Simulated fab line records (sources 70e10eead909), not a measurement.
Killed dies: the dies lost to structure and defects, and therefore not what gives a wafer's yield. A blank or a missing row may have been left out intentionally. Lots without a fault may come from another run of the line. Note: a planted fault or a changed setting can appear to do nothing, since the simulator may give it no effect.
fab line records    flow nand_harc
[record] lots = 6  wafers = 18  last_day = 32
route steps=1302 shown A_CHANNEL_HOLE_D2@580 END@1302
lots with no fault: from the same line, run without faults
start_h: hours from the record's opening day to when the first of the lot's shown wafers began    wait_h: hours elapsed since this lot's preceding step    " repeats the value in the row above    L1.1+2: a single row standing in for several wafers    - either no value or no given start    * or withheld: withheld    < > ~ a bound
route shown NAME@n: a module of which the file shows steps, and the number in the route of the first    usual: mean and standard deviation over wafers with no fault    same: alike in all rows    chamber/n: place in a boat    sites: the reading at each site    _std_site: the standard deviation of these    _edge_site: the outer-site mean with the inner-site mean subtracted    radius_mm: for every site, how far away it sits from the centre of the wafer    mask NAME#n: copy n    behind: the tool/chamber that last shaped the wafer    hold: what put the lot on hold/how long, in hours/how the hold closed    device: the n, p or np transistor that did not switch    end of line: the route-end tests of the same wafers    step lacking rows: just its recipe    killed: count of dies lost to structure and defects at first sort (not the wafer's yield)    map: shows each die of a wafer: x if killed, . if not, _ if none is there
set.NAME: the run value of the setting; set.NAME@STEP: its run value at that earlier step    model.NAME: the simulator's own value behind a step, which no gauge read
lots seen at some steps along the route; tables by step, rows by wafer
services: when a tool's chamber went out of use (start_h, in hours from the record's first day, below 0 if earlier), for how many hours, and the reason
[[steps]]
[step NHARC_A_CHANNEL_HOLE_D2_PEB_08]
[recipe] peb_temp_c = 100  peb_time_s = 65
[step NHARC_A_CHANNEL_HOLE_D2_DEVELOP_09]
[recipe] develop_time_s = 35  dev_temp_c = 23
[step NHARC_A_CHANNEL_HOLE_D2_CD_MEAS_10]
[recipe] target_cd_nm = 100  landing_energy_ev = 500
[usual] cd_nm = 99.9/0.56
lot.wafer  tool       chamber  start_h  wait_h  cd_nm
L513.3     cd_sem-03  0        301.09   -       99.1
L513.4     "          0        "        "       98.9
L513.6     "          0        "        "       99.1
L524.2     cd_sem-01  0        402.92   -       99.7
L524.3     "          0        "        "       100.1
L524.5     "          0        "        "       100.6
L522.3     cd_sem-03  0        403.25   -       99.4
L522.4     "          0        "        "       99.4
L522.6     "          0        "        "       99.8
L527.3     cd_sem-02  0        445.49   -       99.3
L527.5     "          0        "        "       98.9
L527.6     "          0        "        "       98.8
L529.2     cd_sem-01  0        478.09   -       98.8
L529.3     "          0        "        "       99.2
L529.6     "          0        "        "       99.4
L531.2     cd_sem-03  0        493.30   -       100.5
L531.3     "          0        "        "       99.6
L531.6     "          0        "        "       99.4
[step NHARC_A_CHANNEL_HOLE_D2_OVL_MEAS_11]
[usual] overlay_x_nm = 0.0/0.83  overlay_y_nm = -0.2/1.1
lot.wafer  tool        chamber  start_h  wait_h  overlay_x_nm  overlay_y_nm
L513.3     overlay-01  -        301.17   -       0.6           0.8
L513.4     "           -        "        "       0.8           0.8
L513.6     "           -        "        "       1.1           1.1
L524.2     overlay-02  -        403.01   -       0.5           -0.5
L524.3     "           -        "        "       0.9           -0.6
L524.5     "           -        "        "       0.5           -1.0
L522.3     overlay-02  -        403.34   -       -0.1          -0.4
L522.4     "           -        "        "       -0.5          0.2
L522.6     "           -        "        "       -0.5          0.5
L527.3     overlay-01  -        445.57   -       0.1           -1.0
L527.5     "           -        "        "       -0.4          -0.6
L527.6     "           -        "        "       0.2           -1.5
L529.2     overlay-02  -        478.18   -       -0.3          -0.7
L529.3     "           -        "        "       -0.6          -0.6
L529.6     "           -        "        "       -0.7          -1.1
L531.2     overlay-02  -        493.38   -       1.0           -0.6
L531.3     "           -        "        "       0.8           -0.7
L531.6     "           -        "        "       0.6           -0.1
[step NHARC_A_CHANNEL_HOLE_D2_INSPECT_12]
[usual] raw_defect_count = 22/21
lot.wafer  tool               chamber  start_h  wait_h  raw_defect_count
L513.3     defect_inspect-01  -        301.21   0.0     59
L513.4     "                  -        "        "       56
L513.6     "                  -        "        "       51
L524.2     defect_inspect-01  -        403.04   0.0     9
L524.3     "                  -        "        "       10
L524.5     "                  -        "        "       12
L522.3     defect_inspect-01  -        403.37   0.0     8
L522.4     "                  -        "        "       3
L522.6     "                  -        "        "       4
L527.3     defect_inspect-01  -        445.61   0.0     12
L527.5     "                  -        "        "       13
L527.6     "                  -        "        "       15
L529.2     defect_inspect-02  -        478.22   0.0     50
L529.3     "                  -        "        "       53
L529.6     "                  -        "        "       72
L531.2     defect_inspect-02  -        493.42   0.0     17
L531.3     "                  -        "        "       23
L531.6     "                  -        "        "       17
[step NHARC_A_CHANNEL_HOLE_D2_DESCUM_15]
[recipe] time_s = 3  o2_flow_sccm = 200  ar_flow_sccm = 0  bias_power_w = 0  chemistry = O2
[usual] drypump_motor_current_A = 5.6/0.37  oes_product_au = 1.000/0.01  rf_vpp_V = 57.8/0.89  showerhead_plenum_p_Torr = 1.91/0.082  throttle_valve_pct = 11.310/0.0086
lot.wafer  tool         chamber  start_h  wait_h  drypump_motor_current_A  oes_product_au  rf_hours_counter_h  rf_vpp_V  showerhead_plenum_p_Torr  throttle_valve_pct
L513.3     rie_diel-12  1        301.28   0.1     6.2                      0.987           0.7                 58.3      1.89                      11.306
L513.4     "            3        "        "       5.9                      0.998           1.2                 58.2      1.83                      11.314
L513.6     "            1        "        "       6.2                      0.996           -                   57.1      1.89                      11.327
L524.3     rie_diel-12  2        403.10   0.1     5.1                      1.005           7.0                 58.6      1.82                      11.318
L524.2     "            3        "        "       5.9                      1.008           7.4                 57.4      1.82                      11.283
L524.5     "            3        "        "       5.9                      1.014           -                   56.9      1.82                      11.301
L522.3     rie_diel-05  2        403.43   0.1     5.6                      0.996           7.3                 56.8      1.84                      11.311
L522.4     "            1        "        "       5.4                      0.993           8.1                 59.1      1.99                      11.302
L522.6     "            2        "        "       5.6                      0.999           -                   58.9      1.85                      11.322
L527.3     rie_diel-05  0        445.68   0.1     5.3                      0.984           3.2                 58.6      2.03                      11.314
L527.6     "            0        "        "       5.3                      0.975           -                   59.8      2.03                      11.311
L527.5     "            1        "        "       5.5                      0.985           -                   58.1      1.99                      11.315
L529.3     rie_diel-02  0        478.28   0.1     5.5                      1.001           4.5                 56.8      1.81                      11.307
L529.2     "            1        "        "       5.7                      1.007           4.7                 56.9      1.97                      11.310
L529.6     "            0        "        "       5.5                      1.005           -                   56.2      1.81                      11.314
L531.3     rie_diel-05  3        493.49   0.1     6.2                      1.005           5.3                 58.0      1.97                      11.299
L531.2     "            1        "        "       5.4                      1.000           6.8                 57.6      1.99                      11.320
L531.6     "            2        "        "       5.6                      0.993           -                   56.2      1.84                      11.317
[step NHARC_A_CHANNEL_HOLE_D2_ETCH_38]
[recipe] target_depth_a = 390  over_etch_frac = 0.3  time_s = 65  ion_energy_ev = 80  cf4_flow_sccm = 150  ar_flow_sccm = 0  rf_w = 300  bias_w = 100  chemistry = CF4
[step NHARC_A_CHANNEL_HOLE_D2_ETCH_39]
[recipe] target_depth_a = 2600  over_etch_frac = 0.3  time_s = 325  ion_energy_ev = 200  n2_flow_sccm = 150  h2_flow_sccm = 150  ar_flow_sccm = 0  rf_w = 400  bias_w = 150  chemistry = N2/H2
[step NHARC_A_CHANNEL_HOLE_D2_ETCH_34]
[recipe] target_depth_a = 1540  time_s = 77  cf4_flow_sccm = 100  chf3_flow_sccm = 30  ar_flow_sccm = 0  rf_w = 500  bias_w = 200  chemistry = CF4/CHF3
[step NHARC_A_CHANNEL_HOLE_D2_ETCH_16]
[recipe] target_depth_a = 31000  over_etch_frac = 0.3  time_s = 806  ion_energy_ev = 150  o2_flow_sccm = 400  cos_flow_sccm = 20  ar_flow_sccm = 0  rf_w = 500  bias_w = 300  chemistry = O2/COS
[step NHARC_A_CHANNEL_HOLE_D2_CD_MEAS_18]
[usual] cd_nm = 99.7/2.9
lot.wafer  tool       chamber  start_h  wait_h  cd_nm
L513.3     cd_sem-01  -        302.83   -       101.2
L513.4     "          -        "        "       98.6
L513.6     "          -        "        "       98.9
L524.2     cd_sem-03  -        404.21   -       104.6
L524.3     "          -        "        "       103.0
L524.5     "          -        "        "       100.7
L522.3     cd_sem-03  -        404.68   -       96.6
L522.4     "          -        "        "       99.7
L522.6     "          -        "        "       99.2
L527.3     cd_sem-01  -        447.25   -       100.1
L527.5     "          -        "        "       103.5
L527.6     "          -        "        "       95.9
L529.2     cd_sem-02  -        479.39   -       97.1
L529.3     "          -        "        "       94.3
L529.6     "          -        "        "       101.1
L531.2     cd_sem-01  -        494.59   -       97.3
L531.3     "          -        "        "       96.3
L531.6     "          -        "        "       97.5
[step NHARC_A_CHANNEL_HOLE_D2_ETCH_19]
[recipe] bias_v = 1200  source_w = 2500  pressure_mtorr = 15  time_s = 34.5  ar_flow_sccm = 375  c4f8_flow_sccm = 28.8  o2_flow_sccm = 96.2  temp_c = -20  target_depth_a = *  chemistry = C4F8/O2/Ar
[step NHARC_A_CHANNEL_HOLE_D2_ETCH_20]
[recipe] bias_v = 3000  source_w = withheld  pressure_mtorr = 20  time_s = 361.9  ar_flow_sccm = 375  c4f8_flow_sccm = 89.3  o2_flow_sccm = 35.7  temp_c = -20  target_depth_a = 16000  chemistry = C4F8/O2/Ar
[usual] drypump_motor_current_A = 5.58/0.11  showerhead_plenum_p_Torr = 3.66/0.11  throttle_valve_pct = 32.154/0.0088
lot.wafer  tool         chamber  start_h  wait_h  drypump_motor_current_A  rf_hours_counter_h  showerhead_plenum_p_Torr  throttle_valve_pct
L513.4     har_etch-02  0        305.33   0.2     5.60                     -                   3.66                      32.156
L513.3     "            1        "        "       5.50                     -                   3.62                      32.147
L513.6     "            1        "        "       5.46                     -                   3.62                      32.149
L524.2     har_etch-02  1        404.39   0.1     5.49                     4                   3.93                      32.166
L524.3     "            0        "        "       5.60                     -                   3.64                      32.152
L524.5     "            0        "        "       5.59                     -                   3.64                      32.158
L522.3     har_etch-02  1        408.63   0.2     5.52                     -                   3.93                      32.163
L522.4     "            0        "        "       5.59                     -                   3.64                      32.174
L522.6     "            1        "        "       5.49                     -                   3.93                      32.160
L527.3     har_etch-01  1        449.26   0.2     5.48                     -                   3.64                      32.144
L527.6     "            0        "        "       5.75                     -                   3.54                      32.159
L527.5     "            1        "        "       5.48                     -                   3.65                      32.138
L529.2     har_etch-02  0        479.62   0.1     5.62                     46                  3.62                      32.143
L529.3     "            0        "        "       5.63                     -                   3.62                      32.165
L529.6     "            0        "        "       5.61                     -                   3.62                      32.164
L531.2     har_etch-02  1        496.69   0.1     5.45                     57                  3.90                      32.146
L531.3     "            1        "        "       5.46                     -                   3.90                      32.161
L531.6     "            1        "        "       5.48                     -                   3.90                      32.134
[step NHARC_A_CHANNEL_HOLE_D2_ETCH_21]
[recipe] bias_v = 3000  source_w = withheld  pressure_mtorr = 20  time_s = 514.3  ar_flow_sccm = 375  c4f8_flow_sccm = 89.3  o2_flow_sccm = 35.7  temp_c = -20  target_depth_a = 16000  chemistry = C4F8/O2/Ar
[step NHARC_A_CHANNEL_HOLE_D2_ETCH_22]
[recipe] bias_v = 3000  source_w = withheld  pressure_mtorr = 20  time_s = 666.7  ar_flow_sccm = 375  c4f8_flow_sccm = 89.3  o2_flow_sccm = 35.7  temp_c = -20  target_depth_a = 16000  chemistry = C4F8/O2/Ar
[step NHARC_A_CHANNEL_HOLE_D2_ETCH_23]
[recipe] bias_v = 5000  source_w = withheld  pressure_mtorr = 20  time_s = 819  ar_flow_sccm = 375  c4f8_flow_sccm = 89.3  o2_flow_sccm = 35.7  temp_c = -20  target_depth_a = 16000  chemistry = C4F8/O2/Ar
[step NHARC_A_CHANNEL_HOLE_D2_ETCH_24]
[recipe] bias_v = 5000  source_w = withheld  pressure_mtorr = 20  time_s = 906.2  ar_flow_sccm = 375  c4f8_flow_sccm = 93.8  o2_flow_sccm = 31.2  temp_c = -20  target_depth_a = 15000  chemistry = C4F8/O2/Ar
[usual] drypump_motor_current_A = 5.58/0.11  showerhead_plenum_p_Torr = 3.65/0.11  throttle_valve_pct = 32.235/0.009
lot.wafer  tool         chamber  start_h  wait_h  drypump_motor_current_A  rf_hours_counter_h  showerhead_plenum_p_Torr  throttle_valve_pct
L513.4     har_etch-02  0        307.52   0.6     5.63                     -                   3.66                      32.235
L513.3     "            1        "        "       5.46                     -                   3.61                      32.252
L513.6     "            1        "        "       5.44                     -                   3.61                      32.251
L524.2     har_etch-02  1        406.40   0.6     5.50                     6                   3.92                      32.239
L524.3     "            0        "        "       5.63                     -                   3.63                      32.244
L524.5     "            0        "        "       5.64                     -                   3.63                      32.220
L522.3     har_etch-02  1        410.80   0.6     5.50                     -                   3.92                      32.231
L522.4     "            0        "        "       5.59                     -                   3.63                      32.238
L522.6     "            1        "        "       5.49                     -                   3.92                      32.221
L527.3     har_etch-01  1        451.49   0.6     5.47                     -                   3.64                      32.242
L527.6     "            0        "        "       5.74                     -                   3.53                      32.231
L527.5     "            1        "        "       5.45                     -                   3.64                      32.234
L529.2     har_etch-02  0        481.71   0.6     5.63                     48                  3.61                      32.231
L529.3     "            0        "        "       5.60                     -                   3.61                      32.249
L529.6     "            0        "        "       5.62                     -                   3.61                      32.227
L531.2     har_etch-02  1        498.74   0.6     5.49                     59                  3.89                      32.245
L531.3     "            1        "        "       5.48                     -                   3.89                      32.241
L531.6     "            1        "        "       5.50                     -                   3.89                      32.247
[step NHARC_A_CHANNEL_HOLE_D2_ETCH_25]
[recipe] bias_v = 5000  source_w = withheld  pressure_mtorr = 20  time_s = 1040.2  ar_flow_sccm = 375  c4f8_flow_sccm = 93.8  o2_flow_sccm = 31.2  temp_c = -20  target_depth_a = 15000  chemistry = C4F8/O2/Ar
[step NHARC_A_CHANNEL_HOLE_D2_ETCH_26]
[recipe] bias_v = 300  source_w = 2000  pressure_mtorr = 30  time_s = 224.1  ar_flow_sccm = 375  c4f8_flow_sccm = 11.4  o2_flow_sccm = 113.6  temp_c = -20  target_depth_a = 3000  chemistry = C4F8/O2/Ar
[usual] drypump_motor_current_A = 5.57/0.11  showerhead_plenum_p_Torr = 3.70/0.12  throttle_valve_pct = 24.583/0.0096
lot.wafer  tool         chamber  start_h  wait_h  drypump_motor_current_A  rf_hours_counter_h  showerhead_plenum_p_Torr  throttle_valve_pct
L513.4     har_etch-02  0        308.98   0.5     5.62                     -                   3.70                      24.576
L513.3     "            1        "        "       5.46                     -                   3.66                      24.582
L513.6     "            1        "        "       5.46                     -                   3.66                      24.581
L524.2     har_etch-02  1        408.03   0.7     5.49                     8                   3.99                      24.587
L524.3     "            0        "        "       5.61                     -                   3.68                      24.588
L524.5     "            0        "        "       5.63                     -                   3.68                      24.580
L522.3     har_etch-02  1        412.25   0.5     5.50                     -                   3.99                      24.584
L522.4     "            0        "        "       5.60                     -                   3.68                      24.591
L522.6     "            1        "        "       5.51                     -                   3.98                      24.587
L527.3     har_etch-01  1        452.86   0.4     5.48                     -                   3.69                      24.600
L527.6     "            0        "        "       5.78                     -                   3.57                      24.584
L527.5     "            1        "        "       5.47                     -                   3.69                      24.587
L529.2     har_etch-02  0        483.26   0.6     5.62                     49                  3.66                      24.579
L529.3     "            0        "        "       5.61                     -                   3.66                      24.586
L529.6     "            0        "        "       5.61                     -                   3.66                      24.585
L531.2     har_etch-02  1        500.40   0.7     5.48                     61                  3.96                      24.570
L531.3     "            1        "        "       5.49                     -                   3.96                      24.566
L531.6     "            1        "        "       5.50                     -                   3.96                      24.596
[step NHARC_A_CHANNEL_HOLE_D2_ETCH_27]
[recipe] bias_v = 400  source_w = 2000  pressure_mtorr = 25  time_s = 90  ar_flow_sccm = 375  c4f8_flow_sccm = 41.7  o2_flow_sccm = 83.3  temp_c = -20  target_depth_a = 4000  chemistry = C4F8/O2/Ar
[step NHARC_A_CHANNEL_HOLE_D2_STRIP_41]
[recipe] n2_flow_sccm = 150  h2_flow_sccm = 150  ar_flow_sccm = 0  bias_w = 0  chemistry = N2/H2
[step NHARC_A_CHANNEL_HOLE_D2_STRIP_42]
[recipe] cf4_flow_sccm = 100  chf3_flow_sccm = 30  ar_flow_sccm = 0  bias_w = 0  chemistry = CF4/CHF3
[step NHARC_A_CHANNEL_HOLE_D2_STRIP_43]
[recipe] o2_flow_sccm = 400  cos_flow_sccm = 20  ar_flow_sccm = 0  bias_w = 0  chemistry = O2/COS
[step NHARC_A_CHANNEL_HOLE_D2_ETCH_44]
[recipe] target_depth_a = 1400  overetch_a = 140  time_s = 77  ion_energy_ev = 100  cf4_flow_sccm = 80  o2_flow_sccm = 20  ar_flow_sccm = 0  rf_w = 300  bias_w = 100  chemistry = CF4/O2
[usual] cf4_flow_sccm = 80.00/0.27  drypump_motor_current_A = 5.6/0.35  oes_product_au = 1.003/0.0097  rf_vpp_V = 197.6/1.4  showerhead_plenum_p_Torr = 1.33/0.055  throttle_valve_pct = 13.398/0.0094
lot.wafer  tool         chamber  start_h  wait_h  cf4_flow_sccm  drypump_motor_current_A  oes_product_au  rf_hours_counter_h  rf_vpp_V  showerhead_plenum_p_Torr  throttle_valve_pct
L513.4     rie_diel-02  3        309.86   0.1     80.46          5.2                      1.001           5.3                 200.1     1.37                      13.383
L513.3     "            1        "        "       79.85          5.7                      0.998           3.4                 198.7     1.38                      13.391
L513.6     "            2        "        "       79.64          5.3                      1.010           -                   196.6     1.27                      13.390
L524.3     rie_diel-12  0        408.98   0.1     80.51          5.5                      1.012           8.0                 197.4     1.40                      13.394
L524.2     "            1        "        "       80.05          6.3                      0.988           7.4                 197.6     1.32                      13.405
L524.5     "            3        "        "       80.16          5.9                      1.012           -                   196.7     1.27                      13.397
L522.4     rie_diel-02  1        413.14   0.1     79.99          5.7                      1.011           0.9                 198.3     1.38                      13.395
L522.3     "            3        "        "       79.81          5.2                      1.002           0.5                 198.6     1.37                      13.398
L522.6     "            1        "        "       79.73          5.7                      1.008           -                   198.6     1.38                      13.399
L527.3     rie_diel-02  1        453.71   0.1     80.07          5.7                      0.996           4.1                 200.4     1.38                      13.406
L527.5     "            0        "        "       80.19          5.5                      0.994           -                   196.9     1.27                      13.392
L527.6     "            1        "        "       79.93          5.7                      0.997           -                   198.1     1.38                      13.398
L529.3     rie_diel-12  0        484.17   0.1     79.87          5.5                      1.007           0.9                 199.4     1.40                      13.402
L529.2     "            2        "        "       80.33          5.1                      1.007           1.8                 196.3     1.27                      13.388
L529.6     "            3        "        "       79.97          5.9                      1.005           -                   196.8     1.27                      13.409
L531.2     rie_diel-02  1        501.39   0.1     80.17          5.7                      1.001           6.0                 198.2     1.38                      13.386
L531.3     "            2        "        "       80.27          5.3                      1.019           3.7                 196.0     1.27                      13.398
L531.6     "            3        "        "       79.83          5.2                      0.986           -                   197.7     1.37                      13.383
[step NHARC_A_CHANNEL_HOLE_D2_STRIP_28]
[recipe] o2_flow_sccm = 500  ar_flow_sccm = 0  bias_w = 0  chemistry = O2
[usual] drypump_motor_current_A = 5.6/0.37  oes_product_au = 1.000/0.01  rf_vpp_V = 57.8/0.84  showerhead_plenum_p_Torr = 3.50/0.14  throttle_valve_pct = 17.037/0.0098
lot.wafer  tool         chamber  start_h  wait_h  drypump_motor_current_A  oes_product_au  rf_hours_counter_h  rf_vpp_V  showerhead_plenum_p_Torr  throttle_valve_pct
L513.3     rie_diel-02  0        -        -       5.5                      1.016           6.3                 57.3      3.36                      17.036
L513.4     "            2        "        "       5.3                      1.015           6.8                 56.3      3.37                      17.040
L513.6     "            1        "        "       5.7                      1.005           -                   58.0      3.64                      17.041
L524.3     rie_diel-12  2        -        -       5.1                      0.999           7.8                 56.8      3.36                      17.030
L524.2     "            3        "        "       5.9                      1.005           8.1                 57.0      3.38                      17.050
L524.5     "            3        "        "       5.9                      1.007           -                   57.3      3.38                      17.036
L522.3     rie_diel-02  3        -        -       5.2                      0.993           0.5                 57.3      3.62                      17.027
L522.4     "            2        "        "       5.3                      1.011           0.9                 58.5      3.36                      17.058
L522.6     "            3        "        "       5.2                      0.988           -                   58.3      3.62                      17.028
L527.3     rie_diel-02  1        -        -       5.7                      0.991           4.2                 58.6      3.63                      17.041
L527.5     "            3        "        "       5.2                      1.001           -                   57.7      3.62                      17.031
L527.6     "            0        "        "       5.6                      1.011           -                   57.9      3.36                      17.042
L529.3     rie_diel-12  2        -        -       5.1                      0.987           1.8                 58.5      3.36                      17.029
L529.2     "            3        "        "       5.9                      0.995           1.8                 56.8      3.37                      17.040
L529.6     "            1        "        "       6.3                      0.979           -                   57.9      3.48                      17.028
L531.3     rie_diel-02  1        -        -       5.7                      1.004           6.1                 58.0      3.63                      17.024
L531.2     "            3        "        "       5.2                      0.995           6.0                 57.8      3.62                      17.061
L531.6     "            3        "        "       5.2                      0.984           -                   57.6      3.62                      17.035
[step NHARC_A_CHANNEL_HOLE_D2_PRECLEAN_29]
[recipe] time_s = *  temp_c = 50  bath_age_min = 0  chemistry = SC1
[step NHARC_A_CHANNEL_HOLE_D2_SRD_30]
[step NHARC_A_CHANNEL_HOLE_D2_CD_MEAS_31]
[usual] cd_nm = 90.0/1.2
lot.wafer  tool       chamber  start_h  wait_h  cd_nm
L513.3     cd_sem-01  -        310.66   -       89.6
L513.4     "          -        "        "       88.8
L513.6     "          -        "        "       90.1
L524.2     cd_sem-01  -        409.77   -       90.6
L524.3     "          -        "        "       89.1
L524.5     "          -        "        "       92.3
L522.3     cd_sem-02  -        413.94   -       90.4
L522.4     "          -        "        "       91.3
L522.6     "          -        "        "       91.2
L527.3     cd_sem-01  -        454.51   -       91.0
L527.5     "          -        "        "       90.3
L527.6     "          -        "        "       90.3
L529.2     cd_sem-01  -        484.97   -       89.7
L529.3     "          -        "        "       88.4
L529.6     "          -        "        "       89.0
L531.2     cd_sem-03  -        502.31   -       89.6
L531.3     "          -        "        "       87.7
L531.6     "          -        "        "       89.7
[step NHARC_A_CHANNEL_HOLE_D2_XSEM_32]
[recipe] landing_energy_ev = 35000
[usual] bot_cd_nm = 74.5/1.3  bow_nm = 8.68/0.3  tilt_deg = 0.08/0.045
lot.wafer  tool     chamber  start_h  wait_h  bot_cd_nm  bow_nm  tilt_deg
L513.3     xsem-01  0        310.75   0.1     73.5       8.59    0.13
L513.4     "        0        "        "       73.3       8.57    0.13
L513.6     "        0        "        "       74.3       8.52    0.13
L524.2     xsem-01  0        409.86   0.1     75.4       8.76    0.05
L524.3     "        0        "        "       73.8       8.66    0.05
L524.5     "        0        "        "       75.9       8.64    0.05
L524.2     xsem-01  0        -        -       74.7       -       0.04
L524.3     "        0        "        "       73.3       -       0.04
L524.5     "        0        "        "       76.1       -       0.05
L522.3     xsem-01  0        414.03   0.1     75.4       8.61    0.00
L522.4     "        0        "        "       75.6       8.60    0.01
L522.6     "        0        "        "       75.7       8.57    0.00
L522.3     xsem-01  0        -        -       74.6       -       0.01
L522.4     "        0        "        "       75.8       -       0.01
L522.6     "        0        "        "       76.1       -       0.01
L527.3     xsem-01  0        454.60   0.1     76.0       8.44    0.08
L527.5     "        0        "        "       75.6       8.47    0.08
L527.6     "        0        "        "       75.3       8.45    0.08
L529.2     xsem-02  0        485.06   0.1     75.1       8.69    0.07
L529.3     "        0        "        "       73.9       8.74    0.07
L529.6     "        0        "        "       73.6       8.66    0.07
L531.2     xsem-02  0        502.40   0.1     73.6       8.79    0.07
L531.3     "        0        "        "       72.2       8.67    0.07
L531.6     "        0        "        "       74.9       8.65    0.07
[step NHARC_A_CHANNEL_HOLE_D2_INSPECT_40]
[usual] raw_defect_count = 267/86
lot.wafer  tool               chamber  start_h  wait_h  raw_defect_count
L513.3     defect_inspect-02  -        310.84   -       326
L513.4     "                  -        "        "       384
L513.6     "                  -        "        "       354
L524.2     defect_inspect-01  -        413.64   -       249
L524.3     "                  -        "        "       207
L524.5     "                  -        "        "       208
L522.3     defect_inspect-02  -        417.39   -       174
L522.4     "                  -        "        "       149
L522.6     "                  -        "        "       227
L527.3     defect_inspect-01  -        454.69   -       226
L527.5     "                  -        "        "       224
L527.6     "                  -        "        "       280
L529.2     defect_inspect-02  -        485.15   -       250
L529.3     "                  -        "        "       347
L529.6     "                  -        "        "       252
L531.2     defect_inspect-01  -        502.49   -       246
L531.3     "                  -        "        "       336
L531.6     "                  -        "        "       312
[step NHARC_END_SORT_01]
[recipe] temp_c = 25
[usual] killed_at_array = 57/20  killed_at_other = 1.0/1.5  killed_at_periphery = 3.5/2.5  killed_dies = 62/21  killed_open = 3.5/1.9  killed_short = 2.4/1.6
[same] gross_dies = 677
lot.wafer  tool       chamber  start_h  wait_h  killed_at_array  killed_at_other  killed_at_periphery  killed_dies  killed_open  killed_short
L524.2     prober-01  0        680.81   2.8     26               0                3                    29           4            0
L524.3     prober-01  0        681.60   3.1     27               2                1                    30           4            2
L524.5     prober-01  0        683.19   3.7     22               0                2                    24           6            2
// killed by level:class
L524.2 A_CHANNEL_HOLE_D1:chamber_film_flake=7 A_CONTACT:chamber_film_flake=6 A_STAIRCASE:chamber_film_flake=4 A_CHANNEL_HOLE_D2:chamber_film_flake=2 A_SLIT:chamber_film_flake=2 P_GATE:geometric_particle:open=1 A_ONON_D1:geometric_particle:open=1 A_M0:geometric_particle:open=1
L524.3 A_CHANNEL_HOLE_D1:chamber_film_flake=6 A_WL_FILL:chamber_film_flake=4 A_CHANNEL_FILL_D1:chamber_film_flake=3 A_STAIRCASE:chamber_film_flake=3 A_CHANNEL_HOLE_D2:chamber_film_flake=2 A_SLIT:chamber_film_flake=2 A_CONTACT:chamber_film_flake=2 THIN_TSV:chamber_film_flake=2
L524.5 A_CHANNEL_HOLE_D1:chamber_film_flake=7 A_STAIRCASE:chamber_film_flake=4 A_CHANNEL_HOLE_D2:chamber_film_flake=2 P_GATE:geometric_particle:open=1 P_M1:geometric_particle:open=1 A_ONON_D1:geometric_particle:open=1 A_ONON_D1:geometric_particle:short=1 A_DECK1_JOINT:geometric_particle:short=1
[[services]]
tool         chamber  start_h  hours  kind
rie_diel-12  1        287.32   1.9    repair
rie_diel-05  0        288.36   4.4    repair
rie_diel-02  2        333.14   15.6   repair
rie_diel-05  0        349.70   15.0   repair
xsem-01      -        374.00   14.0   pm
rie_diel-05  3        377.54   7.5    repair
har_etch-02  -        379.59   17.0   pm
har_etch-02  0        379.59   17.0   vent_cycle
har_etch-02  1        379.59   17.0   vent_cycle
rie_diel-02  0        386.61   6.0    repair
rie_diel-02  -        393.70   9.0    pm
rie_diel-12  3        393.75   4.5    repair
har_etch-02  0        396.59   -      clean
har_etch-02  0        396.59   -      consumable_replace:focus_ring
har_etch-02  1        396.59   -      clean
har_etch-02  1        396.59   -      consumable_replace:focus_ring
har_etch-02  1        396.59   -      consumable_replace:showerhead
rie_diel-05  -        406.71   9.0    pm
rie_diel-02  2        415.26   9.6    repair
rie_diel-02  2        431.89   5.2    repair
rie_diel-05  3        437.11   14.2   repair
rie_diel-12  -        445.40   9.0    pm
rie_diel-12  0        457.73   8.2    repair
rie_diel-02  0        499.35   2.9    repair
[[key]]
[first_sign] step = NHARC_A_CHANNEL_HOLE_D2_XSEM_32  reading = visit  direction = added
effect none on later readings
met_at NHARC_A_CHANNEL_HOLE_D2_ETCH_20
struck_wafers L522.4,L524.3,L524.5
tester_left_out L522,L524
onset_between 305.33 404.39
[fault] kind = process_parameter_drift  tool = har_etch-02  chamber = 0  onset_h = 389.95  steps = NHARC_A_CHANNEL_HOLE_D2_ETCH_20  channel = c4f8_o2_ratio  offset = 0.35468  shape = step  end_h = 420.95  acts_in = these_recipes_only  stated = 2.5
// tester_left_out: of these lots the tester's yield and bins aren't shown, on N5 and GAA mostly nor the transistor test; their killed dies are dies lost to structure and defects alone, not to doping, threshold or leakage, so they don't give the yield
